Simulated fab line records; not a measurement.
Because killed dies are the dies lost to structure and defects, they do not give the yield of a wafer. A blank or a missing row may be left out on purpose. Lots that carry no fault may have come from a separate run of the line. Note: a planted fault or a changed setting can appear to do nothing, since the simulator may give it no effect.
Matching of chambers    flow nand_harc    ald_hk-01 running NHARC_A_STAIRCASE_ALD_420: 4 sister chambers
The step deposits SiO2, target thk 20 nm, pulse time 6 s, ald cycles 200. 14 wafers are shown with their chamber, then 7 later ones without.

## WAFERS PAIRED WITH THEIR CHAMBERS
wafer   chamber  heater_power_w (W)  precursor_pulse_height_rel
L075.1  3        454                 0.969
L075.2  1        437                 1.008
L075.4  2        491                 0.999
L084.1  3        447                 0.987
L084.2  0        489                 1.012
L084.4  1        434                 0.989
L087.2  1        424                 0.992
L087.3  3        443                 1.017
L087.6  0        491                 0.977
L088.2  3        435                 1.014
L088.4  1        431                 1.044
L088.5  1        418                 0.978
L093.1  3        441                 1.024
L093.2  2        514                 1.003

SIGNATURES (averages over the wafers above)
reading                     chamber 0  chamber 1  chamber 2  chamber 3  scatter within a chamber
heater_power_w              490.00     428.80     502.50     444.00     8.4
precursor_pulse_height_rel  0.99450    1.00220    1.00100    1.00220    0.0233
Rule: distance of a wafer from a chamber = root of the sum over the readings of ((wafer's reading minus chamber's mean) / reading's scatter) squared. The wafer belongs to the nearest chamber; if the next one is less than 2 further off, it can't be placed. How the scatter is found: for the shown wafers, subtract from each reading the mean of its chamber, square and add these, divide the total by (wafers less chambers), then take the root.

## WAFERS WHOSE CHAMBER IS MISSING
wafer   heater_power_w (W)  precursor_pulse_height_rel
L093.4  484                 1.001
L095.3  485                 0.977
L095.5  439                 1.026
L095.6  514                 1.023
L096.4  501                 0.998
L096.5  529                 1.015
L096.6  433                 0.997

## WHICH CHAMBER EACH ONE RAN IN
wafer   from the rows above      in truth
L093.4  can't be placed: 0 or 2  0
L095.3  can't be placed: 0 or 2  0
L095.5  can't be placed: 3 or 1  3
L095.6  can't be placed: 2 or 0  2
L096.4  can't be placed: 2 or 0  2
L096.5  can't be placed: 2 or 0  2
L096.6  can't be placed: 1 or 3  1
Correctly placed: 0 of 7. Cannot be placed on the basis of these rows: 7; the candidates contain the true chamber in 7. Placed wrongly: 0.
